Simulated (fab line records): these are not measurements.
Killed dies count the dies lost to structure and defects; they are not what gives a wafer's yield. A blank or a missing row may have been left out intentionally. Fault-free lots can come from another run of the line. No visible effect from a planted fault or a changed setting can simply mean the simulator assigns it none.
fab line records	flow n5-finfet
[record] lots = 6	wafers = 16	last-day = 16
route steps=1938 shown BEOL_M13@1661 PASSIVATION@1936
lots that met no fault: from a run of the same line without faults
start-h: hours from the record's opening day to when the first of the lot's shown wafers began	wait-h: hours since the lot's step before	" identical to the entry in the row above	L1.1+2: a single row standing in for several wafers	- no value, or no start given	* or withheld: withheld	< > ~ a bound
route shown NAME@n: a module of which the file shows steps, and the number in the route of the first	usual: average and standard deviation across the fault-free wafers	same: alike in all rows	chamber/n: place in a boat	sites: the reading at each site	_std_site: the standard deviation of these	_edge_site: inner sites' mean taken away from outer sites' mean	radius-mm: for every site, how far away it sits from the centre of the wafer	mask NAME#n: copy n	behind: the last tool/chamber to shape the wafer	hold: reason for holding the lot/hours on hold/outcome of the hold	device: the transistor (n, p or np) that didn't switch	end of line: the same wafers' tests at the end of the route	a step given without rows: its recipe and nothing more	killed: dies lost to structure and defects at the first sort, not the wafer's yield	map: a wafer's dies, marking killed ones x, the rest . and places with no die _
set.NAME: the run value of the setting; set.NAME@STEP: its run value at that earlier step	model.NAME: the simulator's own value behind a step, which no gauge read
lots at selected steps of the route; one table per step, one row per wafer
services: from which hour (start-h, from the record's first day; less than 0 if before it) a tool's chamber was out of use, for how many hours, and why
[[steps]]
[step N5_BEOL_M13_COAT_58]
[recipe] resist = BARC	temp-c = 205	time-s = 60	spin-rpm = 1500	resist-thk-nm = 89
[step N5_BEOL_M13_COAT_04]
[recipe] spin-rpm = 1625	resist-thk-nm = 400
[step N5_BEOL_M13_EBR_06]
[recipe] solvent = PGMEA	ebr-width-mm = 1.5
[step N5_BEOL_M13_SOFTBAKE_05]
[recipe] temp-c = 130	time-s = 60
[step N5_BEOL_M13_EXPOSE_07]
[recipe] mask-id = V12	na = 0.93	source-shape = conventional	sigma-outer = 0.6	polarization = unpolarized	attpsm-phase-deg = 180	dose-mj = 24.8
[step N5_BEOL_M13_PEB_08]
[recipe] peb-temp-c = 130	peb-time-s = 90
[step N5_BEOL_M13_DEVELOP_09]
[recipe] develop-time-s = 45	rinse-liquid = diw	dry = air-spin	dev-temp-c = 21
[step N5_BEOL_M13_HARDBAKE_14]
[recipe] temp-c = 130	time-s = 120
[step N5_BEOL_M13_CD_MEAS_10]
[recipe] target-cd-nm = 190	landing-energy-ev = 500	detector = se-inlens	polarity = opening
[usual] cd-nm = 189.2/1.3
lot.wafer	tool	chamber	start-h	wait-h	cd-nm
L349.1	cd-sem-02	0	246.62	-	189.0
L349.5	"	0	"	"	188.6
L349.6	"	0	"	"	188.3
L355.2	cd-sem-01	0	270.41	-	187.7
L355.3	"	0	"	"	187.3
L355.6	"	0	"	"	186.7
L359.3	cd-sem-02	0	305.49	-	189.2
L359.5	"	0	"	"	189.8
L359.6	"	0	"	"	189.3
L360.1	cd-sem-01	0	311.21	-	190.7
L360.3	"	0	"	"	190.6
L361.1	cd-sem-03	0	311.75	-	187.4
L361.3	"	0	"	"	187.4
L367.2	cd-sem-01	0	365.44	-	190.2
L367.3	"	0	"	"	192.6
L367.6	"	0	"	"	191.7
[step N5_BEOL_M13_OVL_MEAS_11]
[recipe] points-per-wafer = 44
[usual] V12_OVL = 2/5.4
lot.wafer	tool	chamber	start-h	wait-h	V12_OVL[nm]
L349.1	overlay-02	0	246.65	0.0	7
L349.5	"	0	"	"	9
L349.6	"	0	"	"	7
L355.2	overlay-01	0	270.43	0.0	1
L355.3	"	0	"	"	1
L355.6	"	0	"	"	2
L359.3	overlay-02	0	305.52	0.0	-8
L359.5	"	0	"	"	2
L359.6	"	0	"	"	4
L360.1	overlay-02	0	311.25	0.0	-6
L360.3	"	0	"	"	-4
L361.1	overlay-02	0	311.78	0.0	-3
L361.3	"	0	"	"	0
L367.2	overlay-02	0	365.47	0.0	-9
L367.3	"	0	"	"	-1
L367.6	"	0	"	"	-2
[step N5_BEOL_M13_INSPECT_12]
[recipe] mode = adi	inspect-instrument = macro
[usual] raw-defect-count = 2.0/1.5
lot.wafer	tool	chamber	start-h	wait-h	raw-defect-count
L349.1	defect-inspect-02	-	246.68	0.0	1
L349.5	"	-	"	"	3
L349.6	"	-	"	"	1
L355.2	defect-inspect-02	-	270.46	0.0	4
L355.3	"	-	"	"	1
L355.6	"	-	"	"	4
L359.3	defect-inspect-01	-	305.54	0.0	0
L359.5	"	-	"	"	0
L359.6	"	-	"	"	2
L360.1	defect-inspect-02	-	311.27	0.0	2
L360.3	"	-	"	"	3
L361.1	defect-inspect-01	-	311.80	0.0	4
L361.3	"	-	"	"	1
L367.2	defect-inspect-01	-	365.49	0.0	1
L367.3	"	-	"	"	1
L367.6	"	-	"	"	0
[step N5_BEOL_M13_DESCUM_15]
[recipe] chemistry = O2	time-s = 7.9	source-power-w = 50	bias-power-w = 20	pressure-mtorr = 20	rf-frequency-hz = 2.712e+07	temp-c = 40	o2-flow-sccm = 225
[usual] drypump-motor-current-A = 5.9/0.48	oes-product-au = 0.78/0.08	rf-vpp-V = 243.7/1.2	showerhead-plenum-p-Torr = 2.13/0.064	throttle-valve-pct = 20.39/0.18
lot.wafer	tool	chamber	start-h	wait-h	drypump-motor-current-A	oes-product-au	rf-hours-counter-h	rf-vpp-V	showerhead-plenum-p-Torr	throttle-valve-pct
L349.1	rie-diel-01	2	246.75	0.1	5.7	0.70	216	244.1	2.16	20.16
L349.5	"	0	"	"	5.8	0.88	-	243.2	2.10	20.27
L349.6	"	1	"	"	5.9	0.85	-	245.6	2.23	20.41
L355.2	rie-diel-01	1	270.49	0.0	5.9	0.84	74	246.1	2.23	20.42
L355.3	"	2	"	"	5.7	0.70	224	244.3	2.16	20.17
L355.6	"	3	"	"	6.3	0.72	-	243.2	2.08	20.51
L359.3	rie-diel-03	1	305.57	0.0	6.1	0.73	208	243.6	2.15	20.44
L359.5	"	2	"	"	4.9	0.84	-	242.3	2.02	20.12
L359.6	"	3	"	"	5.9	0.70	-	244.4	2.17	20.72
L360.1	rie-diel-01	0	311.30	0.0	5.8	0.86	61	243.7	2.10	20.30
L360.3	"	1	"	"	5.9	0.82	87	245.2	2.23	20.44
L361.1	rie-diel-01	0	311.84	0.0	5.8	0.86	61	242.9	2.10	20.29
L361.3	"	3	"	"	6.4	0.70	229	242.9	2.08	20.54
L367.2	rie-diel-03	1	365.52	0.0	6.0	0.71	224	244.8	2.14	20.46
L367.3	"	0	"	"	6.7	0.72	174	244.2	2.09	20.58
L367.6	"	0	"	"	6.7	0.72	-	243.7	2.09	20.59
[step N5_BEOL_M13_ETCH_59]
[recipe] chemistry = N2/H2	target = BARC	target-depth-a = 890	overetch-a = 267	time-s = 67.9	ion-energy-ev = 200	pressure-mtorr = 30	source-w = 840	bias-w = 150	n2-flow-sccm = 200	h2-flow-sccm = 200
[usual] drypump-motor-current-A = 5.9/0.48	n2-flow-sccm = 200.0/0.54	oes-product-au = 0.66/0.067	rf-vpp-V = 525.0/2.1	showerhead-plenum-p-Torr = 2.58/0.069	throttle-valve-pct = 17.84/0.22
lot.wafer	tool	chamber	start-h	wait-h	drypump-motor-current-A	n2-flow-sccm	oes-product-au	rf-hours-counter-h	rf-vpp-V	showerhead-plenum-p-Torr	throttle-valve-pct	model.coat_of_BEOL_M13_COAT_04.thk-nm
L349.1	rie-diel-01	2	246.78	0.0	5.7	200.1	0.60	216	525.8	2.63	17.68	320.2
L349.5	"	0	"	"	5.8	199.7	0.74	-	525.5	2.58	17.82	315.2
L349.6	"	1	"	"	5.9	200.4	0.72	-	529.2	2.67	17.64	318
L355.2	rie-diel-01	1	270.53	0.0	5.9	199.8	0.71	74	528.6	2.66	17.65	316
L355.3	"	2	"	"	5.7	200.1	0.60	224	526.1	2.63	17.68	318.2
L355.6	"	3	"	"	6.3	200.9	0.62	-	521.8	2.51	17.91	316.8
L359.3	rie-diel-03	1	305.61	0.0	6.1	200.6	0.61	208	526.3	2.63	17.98	320.6
L359.5	"	2	"	"	4.9	200.7	0.71	-	522.2	2.48	17.62	320
L359.6	"	3	"	"	5.9	199.8	0.59	-	526.3	2.62	18.14	320
L360.1	rie-diel-01	0	311.34	0.0	5.8	200.1	0.71	61	525.0	2.57	17.84	295.4
L360.3	"	1	"	"	5.9	200.8	0.70	87	527.2	2.66	17.68	299
L361.1	rie-diel-01	0	311.87	0.0	5.8	200.1	0.72	61	524.6	2.57	17.84	295.2
L361.3	"	3	"	"	6.3	199.7	0.60	229	521.9	2.50	17.93	299
L367.2	rie-diel-03	1	365.56	0.0	6.1	200.3	0.60	224	526.9	2.62	18.02	319.8
L367.3	"	0	"	"	6.7	199.7	0.61	174	522.8	2.54	18.15	319
L367.6	"	0	"	"	6.8	200.2	0.62	-	523.2	2.54	18.17	320
[step N5_BEOL_M13_VIA_ETCH_16]
[recipe] chemistry = C4F8/O2/Ar	target = SiOC	pressure-mtorr = 30	source-w = 3000	bias-w = 700	Ar_flow_sccm = 400	C4F8_flow_sccm = 15	O2_flow_sccm = 8	he-inner-torr = 15	he-outer-torr = 30	target-depth-a = 9217	time-s = withheld	ion-energy-ev = 250	ends = cleared
[usual] drypump-motor-current-A = 5.9/0.48	oes-product-au = 0.70/0.073	rf-vpp-V = 666.9/2.5	showerhead-plenum-p-Torr = 3.47/0.09	throttle-valve-pct = 24.18/0.18
lot.wafer	tool	chamber	start-h	wait-h	drypump-motor-current-A	oes-product-au	rf-vpp-V	showerhead-plenum-p-Torr	throttle-valve-pct	model.coat_of_BEOL_M13_COAT_04.thk-nm
L349.1	rie-diel-01	2	246.84	0.0	5.7	0.64	669.6	3.51	23.85	76
L349.5	"	0	"	"	5.8	0.79	667.2	3.47	24.24	66.2
L349.6	"	1	"	"	5.9	0.77	670.4	3.60	24.11	69.8
L355.2	rie-diel-01	1	270.58	0.0	5.9	0.76	669.6	3.60	24.11	71.4
L355.3	"	2	"	"	5.7	0.63	668.2	3.51	23.87	75
L355.6	"	3	"	"	6.3	0.64	665.7	3.37	24.15	68.6
L359.3	rie-diel-03	1	305.66	0.0	6.1	0.64	666.4	3.56	24.48	78.4
L359.5	"	2	"	"	4.9	0.75	663.5	3.36	24.14	67.2
L359.6	"	3	"	"	5.9	0.63	667.6	3.49	24.27	74.6
L360.1	rie-diel-01	0	311.39	0.0	5.8	0.76	666.9	3.46	24.25	51.2
L360.3	"	1	"	"	5.9	0.74	671.4	3.59	24.13	54.8
L361.1	rie-diel-01	0	311.92	0.0	5.8	0.77	666.5	3.46	24.25	48.8
L361.3	"	3	"	"	6.3	0.64	664.1	3.37	24.14	56.2
L367.2	rie-diel-03	1	365.61	0.0	6.1	0.63	669.7	3.55	24.51	76.2
L367.3	"	0	"	"	6.7	0.65	665.4	3.44	24.45	74.2
L367.6	"	0	"	"	6.7	0.65	667.1	3.44	24.46	66.8
[step N5_BEOL_M13_STRIP_63]
[recipe] chemistry = N2/H2	power-w = 1000	temp-c = 250	h2-frac = 0.65	overash-fraction = 0.3	pressure-mtorr = 1000	n2-flow-sccm = 1750	h2-flow-sccm = 3250
[usual] drypump-motor-current-A = 6.1/0.45	heater-power-w = 367/17	n2-flow-sccm = 1750/5.3	oes-product-au = 0.674/0.0054	strip-time-to-endpoint-s = 28.2/1
lot.wafer	tool	chamber	start-h	wait-h	drypump-motor-current-A	heater-power-w	n2-flow-sccm	oes-product-au	rf-hours-counter-h	strip-time-to-endpoint-s
L349.1	plasma-asher-02	0	247.07	-	5.7	359	1750	0.678	54	29.4
L349.5	"	1	"	"	6.7	376	1751	0.675	-	26.6
L349.6	"	0	"	"	5.7	351	1753	0.682	-	27.6
L355.2	plasma-asher-02	1	270.81	-	6.7	365	1737	0.673	60	28.1
L355.3	"	1	"	"	6.7	371	1753	0.672	-	29.1
L355.6	"	0	"	"	5.7	349	1743	0.670	-	27.3
L359.3	plasma-asher-02	0	305.92	-	5.7	346	1750	0.680	-	30.1
L359.5	"	1	"	"	6.7	382	1742	0.674	-	26.8
L359.6	"	0	"	"	5.7	357	1747	0.668	-	29.0
L360.1	plasma-asher-02	0	311.63	-	5.7	348	1752	0.672	72	22.0
L360.3	"	0	"	"	5.7	345	1761	0.668	-	23.1
L361.1	plasma-asher-02	0	312.16	-	5.7	354	1759	0.662	72	21.2
L361.3	"	0	"	"	5.7	346	1753	0.664	-	23.5
L367.2	plasma-asher-02	0	365.85	-	5.7	357	1747	0.680	82	29.5
L367.3	"	1	"	"	6.7	372	1756	0.674	-	28.9
L367.6	"	1	"	"	6.7	368	1755	0.670	-	26.7
[step N5_BEOL_M13_STRIP_64]
[recipe] chemistry = N2/H2	power-w = 1000	temp-c = 250	h2-frac = 0.65	overash-fraction = 0.3	pressure-mtorr = withheld	n2-flow-sccm = 1750	h2-flow-sccm = 3250
[usual] drypump-motor-current-A = 6.1/0.45	heater-power-w = 367/17	n2-flow-sccm = 1750/5.4	oes-product-au = 0.716/0.0042	strip-time-to-endpoint-s = 31.35/0.07
lot.wafer	tool	chamber	start-h	wait-h	drypump-motor-current-A	heater-power-w	n2-flow-sccm	oes-product-au	rf-hours-counter-h	strip-time-to-endpoint-s
L349.1	plasma-asher-02	0	247.13	0.0	5.7	350	1748	0.721	54	31.47
L349.5	"	1	"	"	6.7	372	1747	0.710	-	31.46
L349.6	"	0	"	"	5.7	352	1747	0.717	-	31.39
L355.2	plasma-asher-02	1	270.87	0.0	6.7	385	1761	0.723	60	31.42
L355.3	"	1	"	"	6.7	375	1758	0.716	-	31.32
L355.6	"	0	"	"	5.7	343	1742	0.712	-	31.44
L359.3	plasma-asher-02	0	305.98	0.0	5.7	344	1745	0.713	-	31.35
L359.5	"	1	"	"	6.7	383	1750	0.717	-	31.36
L359.6	"	0	"	"	5.7	339	1744	0.719	-	31.39
L360.1	plasma-asher-02	0	311.69	0.0	5.7	345	1753	0.720	72	31.44
L360.3	"	0	"	"	5.7	346	1748	0.723	-	31.46
L361.1	plasma-asher-02	0	312.22	0.0	5.7	344	1745	0.711	72	31.26
L361.3	"	0	"	"	5.7	342	1755	0.714	-	31.36
L367.2	plasma-asher-02	0	365.91	0.0	5.7	358	1746	0.721	82	31.45
L367.3	"	1	"	"	6.7	375	1756	0.719	-	31.37
L367.6	"	1	"	"	6.7	370	1765	0.718	-	31.44
[step N5_BEOL_M13_STRIP_71]
[recipe] chemistry = post-etch-residue-remover	time-s = 60	temp-c = 25	remover-ph = withheld	remover-water-wt-pct = withheld	remover-fluoride-wt-pct = withheld
[step N5_BEOL_M13_SRD_72]
[recipe] time-s = 30	temp-c = 23	rinse-liquid = diw	dry = n2-spin	spin-rpm = 1500	dry-time-s = 30
[step N5_BEOL_M13_CD_MEAS_17]
[recipe] target-cd-nm = 190	polarity = opening
[usual] cd-nm = 189.3/1.6
lot.wafer	tool	chamber	start-h	wait-h	cd-nm
L349.1	cd-sem-03	-	247.28	0.0	189.0
L349.5	"	-	"	"	190.8
L349.6	"	-	"	"	187.4
L355.2	cd-sem-02	-	271.02	0.0	188.1
L355.3	"	-	"	"	187.7
L355.6	"	-	"	"	187.2
L359.3	cd-sem-02	-	306.14	0.0	189.0
L359.5	"	-	"	"	189.3
L359.6	"	-	"	"	187.7
L360.1	cd-sem-03	-	311.83	0.0	197.2
L360.3	"	-	"	"	194.0
L361.1	cd-sem-03	-	312.37	0.0	194.1
L361.3	"	-	"	"	192.6
L367.2	cd-sem-03	-	366.05	0.0	190.3
L367.3	"	-	"	"	192.7
L367.6	"	-	"	"	191.4
[step N5_BEOL_M13_COAT_65]
[recipe] resist = SOC	temp-c = 250	time-s = 60	spin-rpm = 1500	resist-thk-nm = 350
[step N5_PASSIVATION_PROBE_49]
[usual] defect-limited-yield = 91.3/1.5	killed_at_M0_to_M3 = 35/10	killed_at_M4_up = 12/4.6	killed-at-contacts = 13/6.6	killed-at-front-end = 39/11	killed-at-other = 4/3.4	killed-dies = 103/17	killed-open = 67/13	killed-short = 35/8.2	sort_bin_5_function = 5.1/0.94	sort_bin_6_memory = 3.2/0.7	sort-n-pass = 1077/17	sort-yield-pct = 91.3/1.5
[same] gross-dies = 1180	killed-at-back-side = 0	sort_bin_4_leakage[%] = 0	sort_bin_8_speed[%] = 0
lot.wafer	tool	chamber	start-h	wait-h	defect-limited-yield[%]	killed_at_M0_to_M3	killed_at_M4_up	killed-at-contacts	killed-at-front-end	killed-at-other	killed-dies	killed-open	killed-short	sort_bin_5_function[%]	sort_bin_6_memory[%]	sort-n-pass	sort-yield-pct[%]
L359.3	prober-01	-	337.60	0.1	92.5	34	11	2	39	3	89	59	29	4.7	2.5	1091	92.5
L359.5	prober-01	-	337.70	0.2	89.9	53	13	2	46	5	119	83	35	5.5	4.2	1061	89.9
L359.6	prober-01	-	337.75	0.3	89.8	57	8	11	43	1	120	77	40	5.4	4.3	1060	89.8
// killed by level:class
L359.3 STI_FIN_REVEAL:geometric-particle:open=18 BEOL_M3:geometric-particle:open=8 BEOL_M0_SAQP:geometric-particle:short=7 BEOL_M0_SAQP:geometric-particle:open=6 BEOL_M1:geometric-particle:open=6 FIN_SAQP:geometric-particle:short=5 STI_FIN_REVEAL:geometric-particle:short=4 BEOL_M4:geometric-particle:open=4
L359.5 FIN_SAQP:geometric-particle:open=16 BEOL_M0_SAQP:geometric-particle:open=13 BEOL_M0_SAQP:geometric-particle:short=11 BEOL_M3:geometric-particle:open=10 BEOL_M4:geometric-particle:open=7 STI_FIN_REVEAL:geometric-particle:open=6 BEOL_M0:geometric-particle:open=5 FIN_SAQP:geometric-particle:short=4
L359.6 BEOL_M1:geometric-particle:open=23 STI_FIN_REVEAL:geometric-particle:open=17 FIN_SAQP:geometric-particle:short=9 MOL_CONTACT_COAG:geometric-particle:open=8 BEOL_M2:geometric-particle:open=8 STI_FIN_REVEAL:geometric-particle:short=6 BEOL_M0_SAQP:geometric-particle:open=5 BEOL_M3:geometric-particle:short=4
[[services]]
tool	chamber	start-h	hours	kind
rie-diel-03	-	236.51	0.3	repair
rie-diel-03	0	253.64	2.0	repair
rie-diel-03	3	285.32	6.0	repair
rie-diel-01	-	290.73	2.8	pm
rie-diel-01	2	293.58	40.7	repair
plasma-asher-02	-	297.72	1.6	repair
rie-diel-01	1	326.23	2.7	repair
[[key]]
[first-sign] step = N5_BEOL_M13_STRIP_63	reading = strip-time-to-endpoint-s	direction = down	sigmas = 5.8	usual = *	struck = *
[effect] step = N5_BEOL_M13_CD_MEAS_17	reading = cd-nm	direction = up	sigmas = 3.2	usual = 189.3	struck = 194.5
[model-effect] step = N5_BEOL_M13_ETCH_59	value = coat_of_BEOL_M13_COAT_04.thk-nm	without = 317.4	struck = 297.1
[model-effect] step = N5_BEOL_M13_VIA_ETCH_16	value = coat_of_BEOL_M13_COAT_04.thk-nm	without = 72.95	struck = 52.75
met-at N5_BEOL_M13_ETCH_59
struck-wafers L360.1,L360.3,L361.1,L361.3
onset-between 270.53 311.34
also-fits N5_BEOL_M13_DESCUM_15:rie-diel-01,N5_BEOL_M13_VIA_ETCH_16:rie-diel-01
[fault] kind = process-parameter-drift	tool = rie-diel-01	chamber = -	onset-h = 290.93	steps = N5_BEOL_M13_ETCH_59	channel = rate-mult	offset = 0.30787	shape = step	end-h = 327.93	scope = struck-wafers-only
